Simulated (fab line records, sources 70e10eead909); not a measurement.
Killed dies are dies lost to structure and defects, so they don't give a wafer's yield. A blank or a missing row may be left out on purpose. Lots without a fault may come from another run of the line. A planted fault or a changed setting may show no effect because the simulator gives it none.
fab line records | flow nand_harc
record lots=6 wafers=18 last_day=32
route steps=1302 shown A_STAIRCASE@884 A_SGD_CUT@890 END@1302
lots that met no fault: from a run of the same line without faults
start_h: hours from the record's first day to the start of the lot's first wafer shown | wait_h: hours since the lot's step before | " the same as in the row above | L1.1+2: a row that stands for several wafers | - no value, or no start given | * or withheld: withheld | < > ~ a bound
route shown NAME@n: a module of which the file shows steps, and the number in the route of the first | usual: mean/standard deviation of fault-free wafers | same: alike in all rows | chamber/n: place in a boat | sites: the reading at each site | _std_site: their standard deviation | _edge_site: outer sites' mean less inner sites' | radius_mm: how far each site lies from the wafer's centre | mask NAME#n: copy n | behind: the tool/chamber that last shaped the wafer | hold: why the lot was held/for how many hours/how that ended | device: the transistor (n, p or np) that didn't switch | end of line: the same wafers' tests at the end of the route | a step without rows: its recipe alone | killed: dies lost to structure and defects at the first sort, not the wafer's yield | map: a wafer's dies, x killed, . not, _ none there
set.NAME: the setting as run; set.NAME@STEP: as run at that earlier step | model.NAME: the simulator's own value behind a step, which no gauge read
lots at some steps of the route; a table a step, a row a wafer
services: from which hour (start_h, from the record's first day; less than 0 if before it) a tool's chamber was out of use, for how many hours, and why
## steps
# step NHARC_A_STAIRCASE_STRIP_475
# recipe time_s=20 o2_flow_sccm=500 ar_flow_sccm=0 bias_w=0 chemistry=O2
# usual drypump_motor_current_A=5.7/0.43 oes_product_au=0.997/0.011 rf_vpp_V=57.7/0.83 showerhead_plenum_p_Torr=3.48/0.094 throttle_valve_pct=17.036/0.0096
# same time_s=20
# columns lot.wafer tool chamber start_h wait_h drypump_motor_current_A oes_product_au rf_hours_counter_h rf_vpp_V showerhead_plenum_p_Torr throttle_valve_pct
L989.3 rie_diel-11 0 - - 5.7 0.990 0 58.1 3.51 17.024
L989.2 " 3 " " 5.1 1.003 0 58.7 3.52 17.049
L989.6 " 1 " " 5.9 0.993 - 57.2 3.46 17.036
L997.1 rie_diel-07 0 - - 6.3 0.975 26 59.5 3.41 17.035
L997.3 " 1 " " 6.1 1.001 23 58.0 3.44 17.026
L997.4 " 2 " " 5.4 1.001 - 58.5 3.70 17.026
L999.3 rie_diel-07 3 - - 5.0 0.993 23 59.0 3.46 17.041
L999.4 " 1 " " 6.1 0.999 27 57.8 3.44 17.044
L999.6 " 0 " " 6.3 0.979 - 58.3 3.41 17.050
L103.4 rie_diel-08 2 - - 6.2 0.996 15 57.6 3.43 17.043
L103.6 " 0 " " 5.5 0.999 - 57.1 3.47 17.030
L103.5 " 1 " " 5.7 1.004 - 57.9 3.48 17.019
L107.4 rie_diel-07 0 - - 6.3 0.980 59 58.0 3.39 17.052
L107.3 " 1 " " 6.1 0.995 55 58.3 3.42 17.046
L107.1 " 2 " " 5.4 1.008 51 59.8 3.68 17.039
L108.4 rie_diel-07 3 - - 5.0 1.004 42 57.3 3.45 17.045
L108.3 " 0 " " 6.3 0.988 59 57.7 3.39 17.034
L108.5 " 2 " " 5.4 1.014 - 57.8 3.68 17.042
# step NHARC_A_STAIRCASE_DEP_471
# recipe target_thk_a=1000 temp_c=400 pressure_torr=6.5 rf_w=900 teos_flow_sccm=161.4 flow_sccm=2650 target_thk_nm=100 gas=O2 material=SiO2
# usual heater_power_w=527/76 throttle_valve_pct=16.0/0.46
# columns lot.wafer tool chamber start_h wait_h heater_power_w throttle_valve_pct
L989.2 pecvd-02 0 442.96 - 573 16.1
L989.3 " 0 " " 592 16.0
L989.6 " 0 " " 603 15.9
L997.3 pecvd-02 2 549.88 - 522 16.3
L997.1 " 0 " " 654 16.2
L997.4 " 2 " " 530 16.2
L999.3 pecvd-01 0 561.39 - 560 15.9
L999.4 " 2 " " 546 15.7
L999.6 " 0 " " 587 15.8
L103.4 pecvd-02 0 604.13 - 535 16.1
L103.6 " 1 " " 560 16.5
L103.5 " 2 " " 436 15.6
L107.1 pecvd-02 2 645.96 - 514 15.5
L107.3 " 1 " " 636 16.8
L107.4 " 0 " " 502 16.2
L108.3 pecvd-01 0 646.21 - 539 15.8
L108.5 " 0 " " 548 16.4
L108.4 " 1 " " 615 15.9
# step NHARC_A_STAIRCASE_CMP_472
# recipe material=SiO2
# usual motor_current_A=12.0/1 pad_life_wafers=200/93
# columns lot.wafer tool chamber start_h wait_h motor_current_A pad_life_wafers
L989.3 cmp-01 2 443.32 0.2 10.7 228
L989.2 " 0 " " 11.8 230
L989.6 " 2 " " 11.1 -
L997.1 cmp-01 0 550.15 0.2 10.9 300
L997.4 " 2 " " 11.1 302
L997.3 " 3 " " 12.9 303
L999.3 cmp-02 1 561.63 0.2 12.1 121
L999.4 " 3 " " 12.2 123
L999.6 " 1 " " 12.1 -
L103.4 cmp-01 3 604.40 0.2 12.9 105
L103.5 " 0 " " 10.7 -
L103.6 " 1 " " 12.0 -
L107.3 cmp-01 2 646.26 0.2 10.9 265
L107.4 " 3 " " 13.4 266
L107.1 " 0 " " 10.9 267
L108.4 cmp-04 3 646.45 0.1 11.0 144
L108.3 " 1 " " 13.4 146
L108.5 " 3 " " 11.0 -
# step NHARC_A_STAIRCASE_SRD_474
# step NHARC_A_STAIRCASE_INSPECT_155
# usual raw_defect_count=422/140
# columns lot.wafer tool chamber start_h wait_h raw_defect_count
L989.2 defect_inspect-01 - 443.66 0.1 294
L989.3 " - " " 324
L989.6 " - " " 470
L997.1 defect_inspect-02 - 550.50 0.1 686
L997.3 " - " " 695
L997.4 " - " " 846
L999.3 defect_inspect-01 - 561.95 0.1 683
L999.4 " - " " 504
L999.6 " - " " 444
L103.4 defect_inspect-02 - 604.67 0.1 259
L103.5 " - " " 366
L103.6 " - " " 447
L107.1 defect_inspect-01 - 646.60 0.1 457
L107.3 " - " " 690
L107.4 " - " " 551
L108.3 defect_inspect-01 - 646.80 0.1 243
L108.4 " - " " 223
L108.5 " - " " 413
# step NHARC_A_SGD_CUT_DEP_00
# recipe target_thk_a=500 temp_c=400 target_thk_nm=50 flow_sccm=200 rf_w=450 material=SiNx
# usual heater_power_w=718/84
# columns lot.wafer tool chamber start_h wait_h heater_power_w
L989.2 pecvd-02 1 443.77 0.1 746
L989.3 " 0 " " 671
L989.6 " 0 " " 698
L997.1 pecvd-02 1 550.57 0.1 769
L997.3 " 2 " " 594
L997.4 " 2 " " 603
L999.3 pecvd-03 1 562.05 0.1 638
L999.6 " 0 " " 716
L999.4 " 1 " " 631
L103.4 pecvd-02 1 604.82 0.2 747
L103.5 " 2 " " 588
L103.6 " 0 " " 749
L107.1 pecvd-02 1 646.67 0.1 723
L107.3 " 2 " " 589
L107.4 " 2 " " 594
L108.3 pecvd-03 2 646.92 0.1 636
L108.5 " 0 " " 606
L108.4 " 2 " " 639
# step NHARC_A_SGD_CUT_DEHYDRATE_01
# recipe temp_c=150 time_s=120
# step NHARC_A_SGD_CUT_HMDS_02
# recipe time_s=30
# step NHARC_A_SGD_CUT_COAT_56
# recipe temp_c=260 time_s=75
# step NHARC_A_SGD_CUT_COAT_57
# recipe temp_c=225 time_s=65
# step NHARC_A_SGD_CUT_COAT_03
# recipe spin_rpm=1500 resist_thk_nm=90
# step NHARC_A_SGD_CUT_SOFTBAKE_04
# recipe temp_c=105 time_s=55
# usual chill_plate_temp_C=22.98/0.1 heater_power_total_W=188.47/0.15 plate_temp_C=104.99/0.11
# columns lot.wafer tool chamber start_h wait_h chill_plate_temp_C heater_power_total_W plate_temp_C
L989.2 litho_track-06 0 444 - 22.94 188.31 104.84
L989.3 " 0 " " 22.81 188.32 104.86
L989.6 " 0 " " 22.88 188.26 104.96
L997.1 litho_track-04 0 550 - 22.92 206.76 -
L997.3 " 0 " " 22.82 206.73 -
L997.4 " 0 " " 22.90 206.87 -
L999.3 litho_track-04 0 562 - 22.83 206.66 -
L999.4 " 0 " " 22.99 206.46 -
L999.6 " 0 " " 22.83 206.56 -
L103.4 litho_track-01 0 605 - 22.91 188.36 105.01
L103.5 " 0 " " 22.94 188.47 105.10
L103.6 " 0 " " 22.75 188.50 105.01
L107.1 litho_track-04 0 646 - 22.90 188.40 104.95
L107.3 " 0 " " 22.93 188.42 104.97
L107.4 " 0 " " 22.99 188.54 104.96
L108.3 litho_track-06 0 647 - 23.08 188.64 105.04
L108.4 " 0 " " 23.03 188.46 105.07
L108.5 " 0 " " 22.90 188.48 104.96
# step NHARC_A_SGD_CUT_EBR_05
# step NHARC_END_SORT_01
# recipe temp_c=25
# usual killed_at_array=59/19 killed_at_other=1.0/1.1 killed_at_periphery=3.8/2.4 killed_dies=64/19 killed_open=3.3/2 killed_short=2.4/1.6
# same gross_dies=677
# columns lot.wafer tool chamber start_h wait_h killed_at_array killed_at_other killed_at_periphery killed_dies killed_open killed_short
L999.3 prober-02 0 694.76 3.1 104 5 3 112 4 3
L999.4 prober-02 0 695.57 3.4 90 2 7 99 6 2
# killed by level:class
L999.3 A_SLIT:chamber_film_flake=40 A_CHANNEL_HOLE_D1:chamber_film_flake=35 A_CHANNEL_HOLE_D2:chamber_film_flake=15 A_CONTACT:chamber_film_flake=5 THIN_TSV:chamber_film_flake=5 A_ONON_D1:geometric_particle:open=2 P_M1:geometric_particle:short=1 A_DECK1_JOINT:geometric_particle:short=1
L999.4 A_SLIT:chamber_film_flake=32 A_CHANNEL_HOLE_D1:chamber_film_flake=31 A_CHANNEL_HOLE_D2:chamber_film_flake=12 A_ZERO_WELL:chamber_film_flake=3 A_DECK1_JOINT:geometric_particle:open=2 P_STI:chamber_film_flake=2 A_CHANNEL_FILL_D1:chamber_film_flake=2 A_CONTACT:chamber_film_flake=2
## services
# columns tool chamber start_h hours kind
cmp-02 - 429.19 4.0 pm
rie_diel-11 - 432.55 9.0 pm
pecvd-02 2 440.83 4.9 repair
rie_diel-08 0 456.02 8.7 repair
cmp-04 - 464.34 0.8 repair
cmp-02 - 473.44 0.5 repair
rie_diel-07 - 474.08 9.0 pm
cmp-02 - 475.33 3.0 repair
cmp-01 - 479.50 4.0 pm
pecvd-01 - 493.39 13.0 pm
litho_track-06 - 529.00 7.0 pm
pecvd-03 - 536.67 0.9 repair
rie_diel-07 3 537.09 21.7 repair
pecvd-03 - 539.12 0.2 repair
pecvd-03 - 547.41 13.0 pm
litho_track-04 - 553.00 7.0 pm
cmp-01 - 556.14 4.3 repair
pecvd-02 - 557.37 0.8 repair
pecvd-02 - 559.03 27.6 repair
pecvd-01 - 561.55 0.9 repair
cmp-01 - 577.50 4.0 pm
pecvd-02 - 589.63 13.0 pm
rie_diel-07 3 597.56 16.1 repair
pecvd-01 - 627.03 5.3 repair
## key
first_sign step=NHARC_A_SGD_CUT_SOFTBAKE_04 reading=heater_power_total_W direction=up sigmas=99+ usual=* struck=*
effect none on later readings
met_at NHARC_A_SGD_CUT_SOFTBAKE_04
struck_wafers L997.1,L997.3,L997.4,L999.3,L999.4,L999.6
tester_left_out L997,L999
fault kind=process_parameter_drift tool=litho_track-04 chamber=- onset_h=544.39 steps=NHARC_A_SGD_CUT_SOFTBAKE_04 channel=time_s offset=* shape=step end_h=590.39 acts_in=* stated=*
# tester_left_out: of these lots the tester's yield and bins aren't shown, on N5 and GAA mostly nor the transistor test; their killed dies are dies lost to structure and defects alone, not to doping, threshold or leakage, so they don't give the yield
